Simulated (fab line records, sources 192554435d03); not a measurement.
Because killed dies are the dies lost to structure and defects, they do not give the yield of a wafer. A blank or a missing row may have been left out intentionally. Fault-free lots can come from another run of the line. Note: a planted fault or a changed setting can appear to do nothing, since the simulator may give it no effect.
fab line records / flow n5Finfet / part 2 of 2: steps 20 to 25 of 25
[record] lots = 5 wafers = 15 lastDay = 16
route steps=1938 shown BEOL_M7@1280
lots untouched by any fault: they come from a run of this same line in which no faults occurred
startH: start of the lot's first displayed wafer, in hours after the record's first day / waitH: time in hours since the lot's previous step / " as in the row above / L1.1+2: one row covering several wafers at once / - no value present, or no start provided / * or withheld: withheld / < > ~ a bound
route shown NAME@n: a module of which the file shows steps, and the number in the route of the first / usual: mean/standard deviation taken from wafers without a fault / same: alike in all rows / chamber/n: place in a boat / sites: readings site by site / _std_site: their standard deviation / _edge_site: the outer-site mean with the inner-site mean subtracted / radiusMm: how far each site lies from the wafer's centre / mask NAME#n: copy n / behind: the tool/chamber that last shaped the wafer / hold: reason for holding the lot/hours on hold/outcome of the hold / device: names the non-switching transistor (n, p or np) / end of line: the route-end tests of the same wafers / a step with no rows: only its recipe / killed: dies that structure and defects cost at the first sort, which is not the same as the wafer's yield / map: a wafer's dies, x killed, . not, _ none there
set.NAME: setting as actually run; set.NAME@STEP: the setting as run at that earlier step / model.NAME: the simulator's own value behind a step, which no gauge read
lots at some steps of the route; a table a step, a row a wafer
services: a tool's chamber out of use, with start hour (startH, from the record's first day; less than 0 if before it), hours out, and reason
[[steps]]
[step N5_BEOL_M7_DESCUM_33]
[recipe] chemistry = O2 timeS = 7 sourcePowerW = 50 biasPowerW = 20 pressureMtorr = 20 rfFrequencyHz = 2.712e+07 tempC = 40 resist = CAR-EUV o2FlowSccm = 225
[usual] drypumpMotorCurrentA = 5.40/0.29 o2FlowSccm = 224.9/0.66 oesProductAu = 0.80/0.1 rfVppV = 243.4/1.1 showerheadPlenumPTorr = 2.10/0.05 throttleValvePct = 20.34/0.21
lot.wafer=L076.2 tool=rieDiel-03 chamber=0 startH=207.94 waitH=0.0 drypumpMotorCurrentA=5.93 o2FlowSccm=224.0 oesProductAu=0.71 rfHoursCounterH=199 rfVppV=242.4 showerheadPlenumPTorr=2.07 throttleValvePct=20.16
lot.wafer=L076.3 tool=rieDiel-03 chamber=1 startH=207.94 waitH=0.0 drypumpMotorCurrentA=5.28 o2FlowSccm=224.8 oesProductAu=0.81 rfHoursCounterH=66 rfVppV=245.3 showerheadPlenumPTorr=2.22 throttleValvePct=20.41
lot.wafer=L076.6 tool=rieDiel-03 chamber=1 startH=207.94 waitH=0.0 drypumpMotorCurrentA=5.29 o2FlowSccm=224.3 oesProductAu=0.82 rfHoursCounterH=- rfVppV=245.4 showerheadPlenumPTorr=2.22 throttleValvePct=20.40
lot.wafer=L078.3 tool=rieDiel-03 chamber=3 startH=243.44 waitH=0.0 drypumpMotorCurrentA=5.16 o2FlowSccm=225.2 oesProductAu=0.98 rfHoursCounterH=2 rfVppV=244.2 showerheadPlenumPTorr=2.12 throttleValvePct=20.20
lot.wafer=L078.4 tool=rieDiel-03 chamber=1 startH=243.44 waitH=0.0 drypumpMotorCurrentA=5.28 o2FlowSccm=224.6 oesProductAu=0.79 rfHoursCounterH=77 rfVppV=244.5 showerheadPlenumPTorr=2.21 throttleValvePct=20.43
lot.wafer=L078.6 tool=rieDiel-03 chamber=0 startH=243.44 waitH=0.0 drypumpMotorCurrentA=5.93 o2FlowSccm=225.5 oesProductAu=0.70 rfHoursCounterH=- rfVppV=243.3 showerheadPlenumPTorr=2.07 throttleValvePct=20.18
lot.wafer=L082.1 tool=rieDiel-03 chamber=2 startH=245.26 waitH=0.1 drypumpMotorCurrentA=5.24 o2FlowSccm=225.0 oesProductAu=0.67 rfHoursCounterH=249 rfVppV=242.7 showerheadPlenumPTorr=2.07 throttleValvePct=20.63
lot.wafer=L082.2 tool=rieDiel-03 chamber=3 startH=245.26 waitH=0.1 drypumpMotorCurrentA=5.13 o2FlowSccm=224.8 oesProductAu=0.97 rfHoursCounterH=2 rfVppV=244.2 showerheadPlenumPTorr=2.12 throttleValvePct=20.20
lot.wafer=L082.4 tool=rieDiel-03 chamber=0 startH=245.26 waitH=0.1 drypumpMotorCurrentA=5.92 o2FlowSccm=225.5 oesProductAu=0.70 rfHoursCounterH=212 rfVppV=242.3 showerheadPlenumPTorr=2.07 throttleValvePct=20.19
lot.wafer=L083.3 tool=rieDiel-05 chamber=1 startH=254.65 waitH=0.0 drypumpMotorCurrentA=5.46 o2FlowSccm=224.7 oesProductAu=0.89 rfHoursCounterH=47 rfVppV=242.3 showerheadPlenumPTorr=2.04 throttleValvePct=20.08
lot.wafer=L083.4 tool=rieDiel-05 chamber=3 startH=254.65 waitH=0.0 drypumpMotorCurrentA=5.32 o2FlowSccm=226.6 oesProductAu=0.72 rfHoursCounterH=183 rfVppV=242.1 showerheadPlenumPTorr=2.08 throttleValvePct=20.48
lot.wafer=L083.5 tool=rieDiel-05 chamber=3 startH=254.65 waitH=0.0 drypumpMotorCurrentA=5.33 o2FlowSccm=225.7 oesProductAu=0.72 rfHoursCounterH=- rfVppV=243.5 showerheadPlenumPTorr=2.07 throttleValvePct=20.50
lot.wafer=L092.4 tool=rieDiel-05 chamber=3 startH=304.97 waitH=0.0 drypumpMotorCurrentA=5.31 o2FlowSccm=224.5 oesProductAu=0.70 rfHoursCounterH=- rfVppV=242.2 showerheadPlenumPTorr=2.07 throttleValvePct=20.51
lot.wafer=L092.5 tool=rieDiel-05 chamber=0 startH=304.97 waitH=0.0 drypumpMotorCurrentA=5.02 o2FlowSccm=224.7 oesProductAu=0.93 rfHoursCounterH=- rfVppV=243.5 showerheadPlenumPTorr=2.11 throttleValvePct=20.28
lot.wafer=L092.6 tool=rieDiel-05 chamber=1 startH=304.97 waitH=0.0 drypumpMotorCurrentA=5.46 o2FlowSccm=224.7 oesProductAu=0.87 rfHoursCounterH=- rfVppV=241.8 showerheadPlenumPTorr=2.04 throttleValvePct=20.09
[step N5_BEOL_M7_ETCH_72]
[recipe] chemistry = N2/H2 target = underlayer targetDepthA = 65 maskMaterial = CAR-EUV timeS = 5.2 ionEnergyEv = 200 pressureMtorr = 30 sourceW = 840 biasW = 150 n2FlowSccm = 200 h2FlowSccm = 200 ends = cleared
[usual] drypumpMotorCurrentA = 5.41/0.29 etchRfOnTimeS = 5.19/0.11 oesProductAu = 0.68/0.087 rfVppV = 524.3/2.2 showerheadPlenumPTorr = 2.56/0.065 throttleValvePct = 17.83/0.26
lot.wafer=L076.2 tool=rieDiel-03 chamber=0 startH=207.98 waitH=0.0 drypumpMotorCurrentA=5.93 etchRfOnTimeS=5.30 oesProductAu=0.60 rfHoursCounterH=199 rfVppV=524.1 showerheadPlenumPTorr=2.51 throttleValvePct=17.55
lot.wafer=L076.3 tool=rieDiel-03 chamber=1 startH=207.98 waitH=0.0 drypumpMotorCurrentA=5.31 etchRfOnTimeS=5.26 oesProductAu=0.67 rfHoursCounterH=66 rfVppV=526.7 showerheadPlenumPTorr=2.67 throttleValvePct=17.61
lot.wafer=L076.6 tool=rieDiel-03 chamber=1 startH=207.98 waitH=0.0 drypumpMotorCurrentA=5.30 etchRfOnTimeS=5.14 oesProductAu=0.70 rfHoursCounterH=- rfVppV=529.5 showerheadPlenumPTorr=2.67 throttleValvePct=17.63
lot.wafer=L078.3 tool=rieDiel-03 chamber=3 startH=243.47 waitH=0.0 drypumpMotorCurrentA=5.14 etchRfOnTimeS=5.07 oesProductAu=0.83 rfHoursCounterH=2 rfVppV=527.2 showerheadPlenumPTorr=2.62 throttleValvePct=17.81
lot.wafer=L078.4 tool=rieDiel-03 chamber=1 startH=243.47 waitH=0.0 drypumpMotorCurrentA=5.30 etchRfOnTimeS=5.18 oesProductAu=0.69 rfHoursCounterH=77 rfVppV=527.0 showerheadPlenumPTorr=2.67 throttleValvePct=17.64
lot.wafer=L078.6 tool=rieDiel-03 chamber=0 startH=243.47 waitH=0.0 drypumpMotorCurrentA=5.93 etchRfOnTimeS=5.39 oesProductAu=0.59 rfHoursCounterH=- rfVppV=521.9 showerheadPlenumPTorr=2.51 throttleValvePct=17.59
lot.wafer=L082.1 tool=rieDiel-03 chamber=2 startH=245.29 waitH=0.0 drypumpMotorCurrentA=5.25 etchRfOnTimeS=5.31 oesProductAu=0.57 rfHoursCounterH=249 rfVppV=521.9 showerheadPlenumPTorr=2.50 throttleValvePct=18.17
lot.wafer=L082.2 tool=rieDiel-03 chamber=3 startH=245.29 waitH=0.0 drypumpMotorCurrentA=5.16 etchRfOnTimeS=5.08 oesProductAu=0.81 rfHoursCounterH=2 rfVppV=524.4 showerheadPlenumPTorr=2.62 throttleValvePct=17.84
lot.wafer=L082.4 tool=rieDiel-03 chamber=0 startH=245.29 waitH=0.0 drypumpMotorCurrentA=5.95 etchRfOnTimeS=5.33 oesProductAu=0.60 rfHoursCounterH=212 rfVppV=524.1 showerheadPlenumPTorr=2.51 throttleValvePct=17.55
lot.wafer=L083.3 tool=rieDiel-05 chamber=1 startH=254.68 waitH=0.0 drypumpMotorCurrentA=5.47 etchRfOnTimeS=5.13 oesProductAu=0.76 rfHoursCounterH=47 rfVppV=522.8 showerheadPlenumPTorr=2.48 throttleValvePct=17.44
lot.wafer=L083.4 tool=rieDiel-05 chamber=3 startH=254.68 waitH=0.0 drypumpMotorCurrentA=5.30 etchRfOnTimeS=5.18 oesProductAu=0.60 rfHoursCounterH=183 rfVppV=522.8 showerheadPlenumPTorr=2.52 throttleValvePct=18.01
lot.wafer=L083.5 tool=rieDiel-05 chamber=3 startH=254.68 waitH=0.0 drypumpMotorCurrentA=5.30 etchRfOnTimeS=5.17 oesProductAu=0.62 rfHoursCounterH=- rfVppV=523.0 showerheadPlenumPTorr=2.52 throttleValvePct=18.04
lot.wafer=L092.4 tool=rieDiel-05 chamber=3 startH=304.99 waitH=0.0 drypumpMotorCurrentA=5.33 etchRfOnTimeS=5.14 oesProductAu=0.60 rfHoursCounterH=- rfVppV=524.0 showerheadPlenumPTorr=2.51 throttleValvePct=18.03
lot.wafer=L092.5 tool=rieDiel-05 chamber=0 startH=304.99 waitH=0.0 drypumpMotorCurrentA=5.02 etchRfOnTimeS=5.15 oesProductAu=0.78 rfHoursCounterH=- rfVppV=524.1 showerheadPlenumPTorr=2.62 throttleValvePct=17.90
lot.wafer=L092.6 tool=rieDiel-05 chamber=1 startH=304.99 waitH=0.0 drypumpMotorCurrentA=5.47 etchRfOnTimeS=5.12 oesProductAu=0.74 rfHoursCounterH=- rfVppV=521.3 showerheadPlenumPTorr=2.47 throttleValvePct=17.47
[step N5_BEOL_M7_ETCH_65]
[recipe] chemistry = CF4 target = SiARC targetDepthA = 156 maskMaterial = CAR-EUV timeS = 26 ionEnergyEv = 80 pressureMtorr = 40 sourceW = 545 biasW = 36 Ar_flow_sccm = 100 cf4FlowSccm = 100 ends = cleared
[usual] cf4FlowSccm = 100.00/0.28 drypumpMotorCurrentA = 5.40/0.29 etchRfOnTimeS = 25.9/0.56 oesProductAu = 0.69/0.088 rfVppV = 184.3/1.1 showerheadPlenumPTorr = 2.15/0.055 throttleValvePct = 15.54/0.21
lot.wafer=L076.2 tool=rieDiel-03 chamber=0 startH=208.00 waitH=0.0 cf4FlowSccm=100.08 drypumpMotorCurrentA=5.94 etchRfOnTimeS=26.4 oesProductAu=0.61 rfHoursCounterH=199 rfVppV=183.5 showerheadPlenumPTorr=2.11 throttleValvePct=15.39
lot.wafer=L076.3 tool=rieDiel-03 chamber=1 startH=208.00 waitH=0.0 cf4FlowSccm=100.21 drypumpMotorCurrentA=5.30 etchRfOnTimeS=26.1 oesProductAu=0.69 rfHoursCounterH=66 rfVppV=183.4 showerheadPlenumPTorr=2.27 throttleValvePct=15.60
lot.wafer=L076.6 tool=rieDiel-03 chamber=1 startH=208.00 waitH=0.0 cf4FlowSccm=99.84 drypumpMotorCurrentA=5.27 etchRfOnTimeS=25.9 oesProductAu=0.69 rfHoursCounterH=- rfVppV=187.1 showerheadPlenumPTorr=2.27 throttleValvePct=15.60
lot.wafer=L078.3 tool=rieDiel-03 chamber=3 startH=243.49 waitH=0.0 cf4FlowSccm=99.70 drypumpMotorCurrentA=5.17 etchRfOnTimeS=25.7 oesProductAu=0.83 rfHoursCounterH=2 rfVppV=184.3 showerheadPlenumPTorr=2.19 throttleValvePct=15.45
lot.wafer=L078.4 tool=rieDiel-03 chamber=1 startH=243.49 waitH=0.0 cf4FlowSccm=100.19 drypumpMotorCurrentA=5.29 etchRfOnTimeS=26.1 oesProductAu=0.68 rfHoursCounterH=77 rfVppV=186.6 showerheadPlenumPTorr=2.27 throttleValvePct=15.62
lot.wafer=L078.6 tool=rieDiel-03 chamber=0 startH=243.49 waitH=0.0 cf4FlowSccm=99.96 drypumpMotorCurrentA=5.94 etchRfOnTimeS=27.1 oesProductAu=0.59 rfHoursCounterH=- rfVppV=184.4 showerheadPlenumPTorr=2.11 throttleValvePct=15.42
lot.wafer=L082.1 tool=rieDiel-03 chamber=2 startH=245.31 waitH=0.0 cf4FlowSccm=99.76 drypumpMotorCurrentA=5.22 etchRfOnTimeS=26.4 oesProductAu=0.57 rfHoursCounterH=249 rfVppV=182.9 showerheadPlenumPTorr=2.11 throttleValvePct=15.85
lot.wafer=L082.2 tool=rieDiel-03 chamber=3 startH=245.31 waitH=0.0 cf4FlowSccm=100.31 drypumpMotorCurrentA=5.17 etchRfOnTimeS=25.4 oesProductAu=0.83 rfHoursCounterH=2 rfVppV=186.1 showerheadPlenumPTorr=2.19 throttleValvePct=15.43
lot.wafer=L082.4 tool=rieDiel-03 chamber=0 startH=245.31 waitH=0.0 cf4FlowSccm=100.25 drypumpMotorCurrentA=5.92 etchRfOnTimeS=26.8 oesProductAu=0.60 rfHoursCounterH=212 rfVppV=185.3 showerheadPlenumPTorr=2.11 throttleValvePct=15.42
lot.wafer=L083.3 tool=rieDiel-05 chamber=1 startH=254.70 waitH=0.0 cf4FlowSccm=100.25 drypumpMotorCurrentA=5.44 etchRfOnTimeS=25.9 oesProductAu=0.75 rfHoursCounterH=47 rfVppV=183.0 showerheadPlenumPTorr=2.09 throttleValvePct=15.16
lot.wafer=L083.4 tool=rieDiel-05 chamber=3 startH=254.70 waitH=0.0 cf4FlowSccm=99.89 drypumpMotorCurrentA=5.30 etchRfOnTimeS=25.9 oesProductAu=0.61 rfHoursCounterH=183 rfVppV=183.0 showerheadPlenumPTorr=2.12 throttleValvePct=15.67
lot.wafer=L083.5 tool=rieDiel-05 chamber=3 startH=254.70 waitH=0.0 cf4FlowSccm=100.06 drypumpMotorCurrentA=5.29 etchRfOnTimeS=25.9 oesProductAu=0.61 rfHoursCounterH=- rfVppV=183.7 showerheadPlenumPTorr=2.12 throttleValvePct=15.67
lot.wafer=L092.4 tool=rieDiel-05 chamber=3 startH=305.02 waitH=0.0 cf4FlowSccm=100.67 drypumpMotorCurrentA=5.31 etchRfOnTimeS=26.1 oesProductAu=0.60 rfHoursCounterH=- rfVppV=183.2 showerheadPlenumPTorr=2.11 throttleValvePct=15.70
lot.wafer=L092.5 tool=rieDiel-05 chamber=0 startH=305.02 waitH=0.0 cf4FlowSccm=99.39 drypumpMotorCurrentA=5.00 etchRfOnTimeS=25.3 oesProductAu=0.80 rfHoursCounterH=- rfVppV=185.0 showerheadPlenumPTorr=2.18 throttleValvePct=15.58
lot.wafer=L092.6 tool=rieDiel-05 chamber=1 startH=305.02 waitH=0.0 cf4FlowSccm=100.28 drypumpMotorCurrentA=5.42 etchRfOnTimeS=25.4 oesProductAu=0.74 rfHoursCounterH=- rfVppV=182.4 showerheadPlenumPTorr=2.08 throttleValvePct=15.22
[step N5_BEOL_M7_ETCH_66]
[recipe] chemistry = N2/H2 target = SOC targetDepthA = 800 overetchA = 160 maskMaterial = SiARC tempC = 40 timeS = 120 ionEnergyEv = 200 pressureMtorr = 30 sourceW = 840 biasW = 150 n2FlowSccm = 200 h2FlowSccm = 200
[usual] drypumpMotorCurrentA = 5.41/0.29 oesProductAu = 0.61/0.073 rfVppV = 524.3/1.9 showerheadPlenumPTorr = 2.56/0.065 throttleValvePct = 17.79/0.26
lot.wafer=L076.2 tool=rieDiel-03 chamber=0 startH=208.02 waitH=0.0 drypumpMotorCurrentA=5.93 oesProductAu=0.55 rfHoursCounterH=199 rfVppV=521.4 showerheadPlenumPTorr=2.51 throttleValvePct=17.52
lot.wafer=L076.3 tool=rieDiel-03 chamber=1 startH=208.02 waitH=0.0 drypumpMotorCurrentA=5.30 oesProductAu=0.62 rfHoursCounterH=66 rfVppV=528.3 showerheadPlenumPTorr=2.67 throttleValvePct=17.58
lot.wafer=L076.6 tool=rieDiel-03 chamber=1 startH=208.02 waitH=0.0 drypumpMotorCurrentA=5.31 oesProductAu=0.62 rfHoursCounterH=- rfVppV=527.1 showerheadPlenumPTorr=2.67 throttleValvePct=17.59
lot.wafer=L078.3 tool=rieDiel-03 chamber=3 startH=243.52 waitH=0.0 drypumpMotorCurrentA=5.17 oesProductAu=0.74 rfHoursCounterH=2 rfVppV=525.8 showerheadPlenumPTorr=2.62 throttleValvePct=17.76
lot.wafer=L078.4 tool=rieDiel-03 chamber=1 startH=243.52 waitH=0.0 drypumpMotorCurrentA=5.28 oesProductAu=0.61 rfHoursCounterH=77 rfVppV=527.2 showerheadPlenumPTorr=2.67 throttleValvePct=17.60
lot.wafer=L078.6 tool=rieDiel-03 chamber=0 startH=243.52 waitH=0.0 drypumpMotorCurrentA=5.95 oesProductAu=0.54 rfHoursCounterH=- rfVppV=523.8 showerheadPlenumPTorr=2.51 throttleValvePct=17.54
lot.wafer=L082.1 tool=rieDiel-03 chamber=2 startH=245.34 waitH=0.0 drypumpMotorCurrentA=5.22 oesProductAu=0.52 rfHoursCounterH=249 rfVppV=524.0 showerheadPlenumPTorr=2.50 throttleValvePct=18.12
lot.wafer=L082.2 tool=rieDiel-03 chamber=3 startH=245.34 waitH=0.0 drypumpMotorCurrentA=5.16 oesProductAu=0.73 rfHoursCounterH=3 rfVppV=524.9 showerheadPlenumPTorr=2.62 throttleValvePct=17.78
lot.wafer=L082.4 tool=rieDiel-03 chamber=0 startH=245.34 waitH=0.0 drypumpMotorCurrentA=5.94 oesProductAu=0.54 rfHoursCounterH=212 rfVppV=523.8 showerheadPlenumPTorr=2.51 throttleValvePct=17.53
lot.wafer=L083.3 tool=rieDiel-05 chamber=1 startH=254.72 waitH=0.0 drypumpMotorCurrentA=5.46 oesProductAu=0.67 rfHoursCounterH=47 rfVppV=523.4 showerheadPlenumPTorr=2.48 throttleValvePct=17.41
lot.wafer=L083.4 tool=rieDiel-05 chamber=3 startH=254.72 waitH=0.0 drypumpMotorCurrentA=5.34 oesProductAu=0.55 rfHoursCounterH=183 rfVppV=524.2 showerheadPlenumPTorr=2.52 throttleValvePct=17.98
lot.wafer=L083.5 tool=rieDiel-05 chamber=3 startH=254.72 waitH=0.0 drypumpMotorCurrentA=5.32 oesProductAu=0.55 rfHoursCounterH=- rfVppV=522.8 showerheadPlenumPTorr=2.52 throttleValvePct=17.98
lot.wafer=L092.4 tool=rieDiel-05 chamber=3 startH=305.07 waitH=0.0 drypumpMotorCurrentA=5.33 oesProductAu=0.55 rfHoursCounterH=- rfVppV=524.0 showerheadPlenumPTorr=2.51 throttleValvePct=18.01
lot.wafer=L092.5 tool=rieDiel-05 chamber=0 startH=305.07 waitH=0.0 drypumpMotorCurrentA=5.02 oesProductAu=0.70 rfHoursCounterH=- rfVppV=525.7 showerheadPlenumPTorr=2.62 throttleValvePct=17.88
lot.wafer=L092.6 tool=rieDiel-05 chamber=1 startH=305.07 waitH=0.0 drypumpMotorCurrentA=5.45 oesProductAu=0.66 rfHoursCounterH=- rfVppV=522.1 showerheadPlenumPTorr=2.47 throttleValvePct=17.42
[step N5_BEOL_M7_STRIP_69]
[recipe] chemistry = N2/H2 tempC = 40 n2FlowSccm = 200 h2FlowSccm = 200 rfFrequencyHz = 6e+07
lot.wafer=L076.2+3+6 tool=rieDiel-03 chamber=0,1,1 startH=208.10 waitH=0.0
lot.wafer=L078.3+4+6 tool=rieDiel-03 chamber=3,1,0 startH=243.60 waitH=0.0
lot.wafer=L082.1+2+4 tool=rieDiel-03 chamber=2,3,0 startH=245.42 waitH=0.0
lot.wafer=L083.3+4+5 tool=rieDiel-05 chamber=1,3,3 startH=254.81 waitH=0.0
lot.wafer=L092.4+5+6 tool=rieDiel-05 chamber=3,0,1 startH=305.12 waitH=0.0
[step N5_BEOL_M7_STRIP_73]
[recipe] chemistry = N2/H2 tempC = 40 n2FlowSccm = 200 h2FlowSccm = 200 rfFrequencyHz = 6e+07
lot.wafer=L076.2+3+6 tool=rieDiel-03 chamber=0,1,1 startH=208.11 waitH=0.0
lot.wafer=L078.3+4+6 tool=rieDiel-03 chamber=3,1,0 startH=243.61 waitH=0.0
lot.wafer=L082.1+2+4 tool=rieDiel-03 chamber=2,3,0 startH=245.43 waitH=0.0
lot.wafer=L083.3+4+5 tool=rieDiel-05 chamber=1,3,3 startH=254.82 waitH=0.0
lot.wafer=L092.4+5+6 tool=rieDiel-05 chamber=3,0,1 startH=305.13 waitH=0.0
[[services]]
tool=euvScanner-01 chamber=- startH=182.88 hours=1.0 kind=pm
tool=rieDiel-05 chamber=0 startH=183.06 hours=- kind=clean
tool=rieDiel-05 chamber=0 startH=183.06 hours=- kind=consumableReplace:focusRing
tool=rieDiel-05 chamber=0 startH=183.06 hours=30.2 kind=scheduledDown
tool=rieDiel-05 chamber=0 startH=183.06 hours=30.2 kind=ventCycle
tool=rieDiel-05 chamber=- startH=184.13 hours=1.2 kind=repair
tool=rieDiel-03 chamber=3 startH=207.89 hours=9.7 kind=repair
tool=rieDiel-03 chamber=3 startH=218.18 hours=- kind=clean
tool=rieDiel-03 chamber=3 startH=218.18 hours=- kind=consumableReplace:focusRing
tool=rieDiel-03 chamber=- startH=223.67 hours=1.2 kind=repair
tool=rieDiel-06 chamber=3 startH=226.39 hours=4.2 kind=repair
tool=rieDiel-06 chamber=2 startH=227.03 hours=16.7 kind=repair
tool=euvScanner-01 chamber=- startH=229.10 hours=0.4 kind=repair
tool=euvScanner-02 chamber=- startH=230.37 hours=4.6 kind=pm
tool=euvScanner-01 chamber=- startH=239.03 hours=1.0 kind=pm
tool=euvScanner-01 chamber=- startH=250.34 hours=4.6 kind=pm
tool=rieDiel-03 chamber=- startH=252.99 hours=2.8 kind=pm
tool=rieDiel-03 chamber=3 startH=257.10 hours=10.3 kind=repair
tool=rieDiel-03 chamber=0 startH=275.51 hours=4.4 kind=repair
tool=rieDiel-03 chamber=- startH=281.98 hours=0.1 kind=repair
tool=rieDiel-06 chamber=0 startH=287.29 hours=12.3 kind=repair
tool=euvScanner-02 chamber=- startH=288.29 hours=1.0 kind=pm
tool=rieDiel-05 chamber=2 startH=295.07 hours=17.0 kind=repair
tool=euvScanner-01 chamber=- startH=295.18 hours=1.0 kind=pm
